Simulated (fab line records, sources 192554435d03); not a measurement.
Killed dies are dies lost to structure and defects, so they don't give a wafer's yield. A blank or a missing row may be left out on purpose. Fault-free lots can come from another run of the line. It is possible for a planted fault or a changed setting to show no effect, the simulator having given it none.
fab line records    flow n5-finfet
record lots=15  wafers=45  last-day=17
route steps=1938 shown BEOL_M5@1179 BEOL_M6@1198
lots with no fault: from the same line, run without faults
start-h: start of the lot's first displayed wafer, in hours after the record's first day    wait-h: how many hours have passed since the lot's step before this one    " repeats the value in the row above    L1.1+2: one row covering several wafers at once    - no value present, or no start provided    * or withheld: withheld    < > ~ a bound
route shown NAME@n: NAME is a module with steps in the file, n the number in the route of the first one    usual: mean and standard deviation over wafers with no fault    same: alike in all rows    chamber/n: place in a boat    sites: the reading at each site    _std_site: the standard deviation of these    _edge_site: inner sites' mean taken away from outer sites' mean    radius-mm: how far each site lies from the wafer's centre    mask NAME#n: copy n    behind: the tool/chamber that last shaped the wafer    hold: cause of the lot's hold/its duration in hours/its outcome    device: transistor that didn't switch, given as n, p or np    end of line: tests of these same wafers at the route's end    where a step has no rows: the recipe by itself    killed: the dies lost at the first sort to structure and to defects; this is not the yield of the wafer    map: a wafer's dies, x killed, . not, _ none there
set.NAME: the run value of the setting; set.NAME@STEP: its run value at that earlier step    model.NAME: the simulator's own value behind a step, which no gauge read
a sample of lots followed through the steps of the route, with each step as a table and each wafer as a row
services: from which hour (start-h, from the record's first day; less than 0 if before it) a tool's chamber was out of use, for how many hours, and why
## steps
# step N5_BEOL_M5_SPUTTER_83
# recipe material=Cu  target-thk-a=150  temp-c=-20  chamber-pressure-pa=0.07  power-w=withheld  time-s=27.62
# usual throttle-valve-pct=29.8/1.1
lot.wafer  tool            chamber  start-h  wait-h  throttle-valve-pct
L874.1     pvd-sputter-01  -        180.30   0.5     29.4
L874.2     "               -        "        "       30.3
L874.3     "               -        "        "       29.7
L876.1     pvd-sputter-02  -        189.23   0.5     30.5
L876.2     "               -        "        "       28.9
L876.4     "               -        "        "       29.0
L877.1     pvd-sputter-02  -        196.72   0.5     31.5
L877.5     "               -        "        "       28.9
L877.6     "               -        "        "       30.5
L878.1     pvd-sputter-03  -        197.74   0.5     31.3
L878.2     "               -        "        "       29.6
L878.3     "               -        "        "       28.2
L879.1     pvd-sputter-01  -        197.81   0.5     30.5
L879.2     "               -        "        "       29.4
L879.3     "               -        "        "       30.7
L880.2     pvd-sputter-02  -        216.55   0.5     29.0
L880.5     "               -        "        "       30.4
L880.6     "               -        "        "       28.7
L881.1     pvd-sputter-03  -        217.89   0.5     29.8
L881.2     "               -        "        "       28.2
L881.6     "               -        "        "       29.6
L882.2     pvd-sputter-03  -        224.44   0.5     31.4
L882.5     "               -        "        "       29.8
L882.6     "               -        "        "       28.7
L883.1     pvd-sputter-02  -        235.08   0.5     31.7
L883.3     "               -        "        "       28.9
L883.5     "               -        "        "       30.5
L890.1     pvd-sputter-02  -        287.25   0.5     30.2
L890.3     "               -        "        "       28.9
L890.5     "               -        "        "       30.6
L892.1     pvd-sputter-03  -        288.68   0.5     31.2
L892.2     "               -        "        "       28.8
L892.3     "               -        "        "       28.1
L893.1     pvd-sputter-02  -        291.67   0.5     28.7
L893.2     "               -        "        "       28.9
L893.4     "               -        "        "       31.6
L894.2     pvd-sputter-03  -        293.43   0.5     27.9
L894.4     "               -        "        "       28.8
L894.6     "               -        "        "       31.3
L896.2     pvd-sputter-02  -        305.73   0.5     28.7
L896.4     "               -        "        "       31.7
L896.6     "               -        "        "       28.6
L895.1     pvd-sputter-01  -        313.66   0.5     30.6
L895.4     "               -        "        "       30.8
L895.6     "               -        "        "       30.2
# step N5_BEOL_M5_ANNEAL_84
# recipe temp-c=400  time-s=1800  ambient=vacuum
# usual heater-power-w=874/120
lot.wafer  tool            chamber  start-h  wait-h  heater-power-w
L874.1     pvd-sputter-01  -        180.38   0.0     758
L874.2     "               -        "        "       942
L874.3     "               -        "        "       883
L876.1     pvd-sputter-02  -        189.31   0.0     981
L876.2     "               -        "        "       895
L876.4     "               -        "        "       774
L877.1     pvd-sputter-02  -        196.80   0.0     875
L877.5     "               -        "        "       884
L877.6     "               -        "        "       928
L878.1     pvd-sputter-03  -        197.82   0.0     779
L878.2     "               -        "        "       1170
L878.3     "               -        "        "       886
L879.1     pvd-sputter-01  -        197.89   0.0     942
L879.2     "               -        "        "       758
L879.3     "               -        "        "       810
L880.2     pvd-sputter-02  -        216.63   0.0     893
L880.5     "               -        "        "       949
L880.6     "               -        "        "       887
L881.1     pvd-sputter-03  -        217.97   0.0     1147
L881.2     "               -        "        "       892
L881.6     "               -        "        "       1179
L882.2     pvd-sputter-03  -        224.52   0.0     770
L882.5     "               -        "        "       1142
L882.6     "               -        "        "       737
L883.1     pvd-sputter-02  -        235.16   0.0     852
L883.3     "               -        "        "       753
L883.5     "               -        "        "       963
L890.1     pvd-sputter-02  -        287.33   0.0     971
L890.3     "               -        "        "       751
L890.5     "               -        "        "       953
L892.1     pvd-sputter-03  -        288.76   0.0     761
L892.2     "               -        "        "       740
L892.3     "               -        "        "       885
L893.1     pvd-sputter-02  -        291.75   0.0     897
L893.2     "               -        "        "       764
L893.4     "               -        "        "       857
L894.2     pvd-sputter-03  -        293.51   0.0     888
L894.4     "               -        "        "       739
L894.6     "               -        "        "       771
L896.2     pvd-sputter-02  -        305.81   0.0     883
L896.4     "               -        "        "       866
L896.6     "               -        "        "       891
L895.1     pvd-sputter-01  -        313.74   0.0     945
L895.4     "               -        "        "       813
L895.6     "               -        "        "       868
# step N5_BEOL_M5_CO_CAP_78
# recipe material=Co  target-thk-a=20  temp-c=200  precursor=CCTBA/H2  pressure-torr=30  time-s=102.1
# usual heater-power-outer-w=122/7.2  heater-power-w=229/21
lot.wafer  tool       chamber  start-h  wait-h  heater-power-outer-w  heater-power-w
L874.1     cvd-co-01  2        183.47   0.0     125                   213
L874.2     "          1        "        "       132                   270
L874.3     "          0        "        "       125                   218
L876.1     cvd-co-02  1        192.47   0.0     108                   208
L876.2     "          2        "        "       116                   231
L876.4     "          2        "        "       114                   226
L877.1     cvd-co-01  1        199.76   0.0     132                   271
L877.5     "          2        "        "       124                   217
L877.6     "          0        "        "       124                   223
L878.1     cvd-co-02  0        200.79   0.0     129                   222
L878.2     "          2        "        "       114                   235
L878.3     "          1        "        "       109                   203
L879.1     cvd-co-01  0        200.87   0.0     123                   227
L879.2     "          2        "        "       124                   219
L879.3     "          1        "        "       127                   267
L880.2     cvd-co-02  0        219.65   0.0     128                   223
L880.5     "          1        "        "       112                   204
L880.6     "          0        "        "       128                   225
L881.1     cvd-co-01  0        220.95   0.0     128                   221
L881.2     "          1        "        "       130                   268
L881.6     "          0        "        "       124                   221
L882.2     cvd-co-01  1        227.73   0.0     132                   271
L882.5     "          0        "        "       124                   224
L882.6     "          1        "        "       132                   276
L883.1     cvd-co-01  0        238.47   0.0     124                   223
L883.3     "          1        "        "       130                   272
L883.5     "          2        "        "       124                   220
L890.1     cvd-co-02  1        290.29   0.0     110                   202
L890.3     "          0        "        "       128                   226
L890.5     "          0        "        "       128                   221
L892.1     cvd-co-02  2        291.73   0.0     118                   235
L892.2     "          0        "        "       128                   226
L892.3     "          1        "        "       112                   202
L893.1     cvd-co-01  1        294.72   0.0     130                   275
L893.2     "          2        "        "       122                   225
L893.4     "          2        "        "       124                   219
L894.2     cvd-co-01  1        296.50   0.0     132                   272
L894.4     "          2        "        "       121                   216
L894.6     "          0        "        "       128                   225
L896.2     cvd-co-02  0        309.15   0.0     129                   229
L896.4     "          0        "        "       129                   227
L896.6     "          2        "        "       119                   235
L895.1     cvd-co-02  1        316.70   0.0     110                   206
L895.4     "          1        "        "       113                   204
L895.6     "          2        "        "       119                   235
# step N5_BEOL_M6_HM_DEP_02
# recipe material=TiN  target-thk-a=200  temp-c=25  chamber-pressure-pa=0.49996
# usual chamber-pressure-pa=0.5000/0.001  substrate-temp-c=25.01/0.11  throttle-valve-pct=29.9/1.1
lot.wafer  tool            chamber  start-h  wait-h  chamber-pressure-pa  substrate-temp-c  throttle-valve-pct
L874.1     pvd-sputter-02  -        185.82   1.5     0.5006               24.81             31.7
L874.2     "               -        "        "       0.5005               25.16             28.8
L874.3     "               -        "        "       0.4987               24.94             30.4
L876.1     pvd-sputter-03  -        194.51   1.1     0.5007               24.93             29.8
L876.2     "               -        "        "       0.4983               24.82             28.3
L876.4     "               -        "        "       0.5003               24.97             31.5
L877.1     pvd-sputter-03  -        200.91   0.1     0.5013               25.05             31.2
L877.5     "               -        "        "       0.4998               24.94             29.6
L877.6     "               -        "        "       0.4992               24.96             28.4
L878.1     pvd-sputter-02  -        203.40   1.7     0.5004               24.84             30.3
L878.2     "               -        "        "       0.5002               24.94             31.6
L878.3     "               -        "        "       0.4986               25.14             29.0
L879.1     pvd-sputter-02  -        203.60   1.9     0.5005               25.09             31.6
L879.2     "               -        "        "       0.5004               25.04             30.6
L879.3     "               -        "        "       0.5004               24.90             28.9
L880.2     pvd-sputter-02  -        222.47   1.4     -                    -                 -
L880.5     "               -        "        "       -                    -                 -
L880.6     "               -        "        "       -                    -                 -
L881.1     pvd-sputter-02  -        222.69   0.8     -                    -                 -
L881.2     "               -        "        "       -                    -                 -
L881.6     "               -        "        "       -                    -                 -
L882.2     pvd-sputter-01  -        230.14   0.1     -                    -                 -
L882.5     "               -        "        "       -                    -                 -
L882.6     "               -        "        "       -                    -                 -
L883.1     pvd-sputter-01  -        240.18   0.8     0.5010               25.08             30.1
L883.3     "               -        "        "       0.5013               25.11             30.8
L883.5     "               -        "        "       0.4998               24.94             29.3
L890.1     pvd-sputter-01  -        292.02   0.4     0.5009               24.93             30.6
L890.3     "               -        "        "       0.4988               24.88             29.7
L890.5     "               -        "        "       0.4986               25.03             30.6
L892.1     pvd-sputter-01  -        294.93   1.8     0.5002               24.87             30.9
L892.2     "               -        "        "       0.5009               24.93             29.8
L892.3     "               -        "        "       0.5002               24.92             29.1
L893.1     pvd-sputter-01  -        296.69   0.6     0.4997               25.08             30.0
L893.2     "               -        "        "       0.5000               25.07             30.8
L893.4     "               -        "        "       0.5019               24.86             29.6
L894.2     pvd-sputter-02  -        299.35   1.5     0.5003               25.18             28.8
L894.4     "               -        "        "       0.5002               24.98             30.3
L894.6     "               -        "        "       0.5011               25.03             29.0
L896.2     pvd-sputter-01  -        310.89   0.5     0.5013               25.21             30.6
L896.4     "               -        "        "       0.4987               25.15             29.3
L896.6     "               -        "        "       0.5009               24.98             30.4
L895.1     pvd-sputter-02  -        320.39   2.2     0.5008               25.10             28.7
L895.4     "               -        "        "       0.4984               24.80             31.6
L895.6     "               -        "        "       0.5007               24.89             29.1
# step N5_BEOL_M6_HM_OPEN_17
# recipe chemistry=Cl2/BCl3  target-depth-a=200  overetch-a=60  target=TiN  mask-material=SOC  ion-energy-ev=150  pressure-mtorr=10  icp-w=1000  bias-w=126  Cl2_flow_sccm=53.25  bcl3-flow-sccm=21.75  Ar_flow_sccm=25
# usual chamber-pressure-mTorr=10.000/0.0089  drypump-motor-current-A=5.44/0.14  oes-product-au=0.68/0.085  throttle-valve-pct=22.18/0.19
lot.wafer  tool          chamber  start-h  wait-h  chamber-pressure-mTorr  drypump-motor-current-A  oes-product-au  rf-hours-counter-h  throttle-valve-pct
L874.1     rie-metal-03  1        186.69   0.0     10.002                  5.42                     0.81            3                   21.97
L874.2     "             0        "        "       9.995                   5.38                     0.60            65                  22.38
L874.3     "             0        "        "       9.989                   5.37                     0.60            -                   22.39
L876.1     rie-metal-03  0        195.37   0.0     9.997                   5.37                     0.60            67                  22.37
L876.2     "             1        "        "       9.997                   5.43                     0.81            4                   21.98
L876.4     "             1        "        "       10.006                  5.43                     0.80            -                   21.98
L877.1     rie-metal-03  0        201.78   0.0     10.003                  5.38                     0.60            67                  22.39
L877.5     "             1        "        "       9.999                   5.43                     0.80            -                   22.00
L877.6     "             0        "        "       10.005                  5.39                     0.60            -                   22.39
L878.1     rie-metal-01  1        204.26   0.0     10.007                  5.40                     0.61            78                  22.17
L878.2     "             0        "        "       9.992                   5.39                     0.71            27                  22.26
L878.3     "             1        "        "       10.000                  5.41                     0.60            -                   22.18
L879.1     rie-metal-01  0        204.76   0.0     9.999                   5.41                     0.70            27                  22.26
L879.2     "             1        "        "       10.009                  5.42                     0.60            78                  22.18
L879.3     "             1        "        "       10.011                  5.40                     0.60            -                   22.17
L880.2     rie-metal-01  0        223.63   0.0     9.991                   5.43                     0.31            29                  22.92
L880.5     "             1        "        "       9.997                   5.41                     0.27            -                   22.84
L880.6     "             0        "        "       9.995                   5.43                     0.31            -                   22.92
L881.1     rie-metal-02  0        223.66   0.0     9.990                   5.29                     0.38            1                   22.45
L881.2     "             1        "        "       10.001                  5.83                     0.31            33                  22.99
L881.6     "             1        "        "       10.003                  5.81                     0.30            -                   22.98
L882.2     rie-metal-01  0        231.01   0.0     10.022                  5.45                     0.31            30                  22.92
L882.5     "             0        "        "       10.014                  5.41                     0.31            -                   22.92
L882.6     "             1        "        "       10.002                  5.43                     0.26            -                   22.84
L883.1     rie-metal-03  1        241.05   0.0     10.002                  5.40                     0.77            8                   22.01
L883.3     "             0        "        "       9.992                   5.39                     0.59            -                   22.38
L883.5     "             1        "        "       9.998                   5.39                     0.77            -                   22.01
L890.1     rie-metal-01  0        292.89   0.0     10.012                  5.40                     0.69            35                  22.27
L890.3     "             0        "        "       10.000                  5.38                     0.69            -                   22.26
L890.5     "             1        "        "       10.000                  5.44                     0.59            -                   22.18
L892.1     rie-metal-02  0        295.80   0.0     9.999                   5.32                     0.81            7                   21.81
L892.2     "             1        "        "       9.999                   5.76                     0.68            40                  22.36
L892.3     "             1        "        "       10.006                  5.83                     0.68            -                   22.35
L893.1     rie-metal-02  0        297.55   0.0     10.002                  5.31                     0.80            8                   21.82
L893.2     "             1        "        "       10.014                  5.79                     0.67            40                  22.34
L893.4     "             0        "        "       10.002                  5.28                     0.81            -                   21.80
L894.2     rie-metal-02  1        300.21   0.0     10.007                  5.78                     0.68            40                  22.33
L894.4     "             1        "        "       9.992                   5.81                     0.68            -                   22.36
L894.6     "             1        "        "       9.998                   5.79                     0.68            -                   22.33
L896.2     rie-metal-03  0        311.75   0.0     10.004                  5.37                     0.58            77                  22.41
L896.4     "             1        "        "       9.999                   5.43                     0.75            -                   22.03
L896.6     "             1        "        "       9.990                   5.43                     0.74            -                   22.01
L895.1     rie-metal-01  1        321.45   0.0     10.003                  5.41                     0.58            89                  22.20
L895.4     "             1        "        "       9.996                   5.42                     0.58            -                   22.20
L895.6     "             1        "        "       9.999                   5.42                     0.58            -                   22.21
# step N5_BEOL_M6_CD_MEAS_18
# recipe pitch-nm=80  target-cd-nm=40
# usual cd-nm=40.0/0.48
lot.wafer  tool       chamber  start-h  wait-h  cd-nm
L874.1     cd-sem-03  -        186.87   0.0     39.6
L874.2     "          -        "        "       39.9
L874.3     "          -        "        "       40.0
L876.1     cd-sem-02  -        195.55   0.0     39.9
L876.2     "          -        "        "       40.6
L876.4     "          -        "        "       40.2
L877.1     cd-sem-02  -        201.96   0.0     39.2
L877.5     "          -        "        "       39.0
L877.6     "          -        "        "       39.3
L878.1     cd-sem-02  -        204.51   0.0     40.3
L878.2     "          -        "        "       39.7
L878.3     "          -        "        "       39.3
L879.1     cd-sem-01  -        204.94   0.0     40.6
L879.2     "          -        "        "       40.5
L879.3     "          -        "        "       40.7
L880.2     cd-sem-01  -        223.81   0.1     -
L880.5     "          -        "        "       -
L880.6     "          -        "        "       -
L881.1     cd-sem-03  -        223.87   0.0     -
L881.2     "          -        "        "       -
L881.6     "          -        "        "       -
L882.2     cd-sem-02  -        231.19   0.1     -
L882.5     "          -        "        "       -
L882.6     "          -        "        "       -
L883.1     cd-sem-02  -        241.23   0.0     39.8
L883.3     "          -        "        "       39.9
L883.5     "          -        "        "       40.4
L890.1     cd-sem-02  -        293.07   0.0     39.9
L890.3     "          -        "        "       39.8
L890.5     "          -        "        "       39.6
L892.1     cd-sem-01  -        296.03   0.0     40.5
L892.2     "          -        "        "       40.0
L892.3     "          -        "        "       40.5
L893.1     cd-sem-01  -        297.73   0.0     38.6
L893.2     "          -        "        "       39.7
L893.4     "          -        "        "       39.7
L894.2     cd-sem-03  -        300.53   0.1     40.4
L894.4     "          -        "        "       40.1
L894.6     "          -        "        "       39.7
L896.2     cd-sem-01  -        311.93   0.1     39.9
L896.4     "          -        "        "       39.8
L896.6     "          -        "        "       39.2
L895.1     cd-sem-03  -        321.63   0.1     39.3
L895.4     "          -        "        "       39.8
L895.6     "          -        "        "       39.8
## services
tool          chamber  start-h  hours  kind
rie-metal-02  0        192.93   -      clean
rie-metal-02  0        192.93   18.3   scheduled-down
rie-metal-02  0        192.93   18.3   vent-cycle
rie-metal-03  -        198.00   1.4    pm
cvd-co-02     -        209.17   1.3    repair
cvd-co-01     -        247.06   14.6   pm
cvd-co-01     -        283.11   0.4    repair
rie-metal-02  -        312.15   1.4    pm
rie-metal-03  1        318.88   3.7    repair
## key
first-sign step=N5_BEOL_M6_HM_DEP_02  reading=tool-record  direction=missing
effect step=N5_BEOL_M6_HM_OPEN_17  reading=oes-product-au  direction=down  sigmas=4.5  usual=0.68  struck=0.31
effect step=N5_BEOL_M6_CD_MEAS_18  reading=cd-nm  direction=missing
met-at N5_BEOL_M6_HM_DEP_02
struck-lots L880,L881,L882
later-rows-left-out L880.2,L880.5,L880.6,L881.1,L881.2,L881.6,L882.2,L882.5,L882.6
sort-left-out L880.2,L880.5,L880.6,L881.1,L881.2,L881.6,L882.2,L882.5,L882.6
not-acting-at N5_BEOL_M5_SPUTTER_83,N5_BEOL_M5_ANNEAL_84,N5_BEOL_M5_CO_CAP_78
onset-between 203.60 222.47
fault kind=skipped-step-whole  tool=pvd-sputter-01,pvd-sputter-02  chamber=-  onset-h=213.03  steps=N5_BEOL_M6_HM_DEP_02  scope=struck-lots-only
# sort-left-out: the simulated sort isn't trusted on such a fault, so these wafers' sort isn't shown, and their yield isn't known
# later-rows-left-out: the simulator's readings of these wafers behind a module that went badly wrong aren't trusted and aren't shown, but for the sort
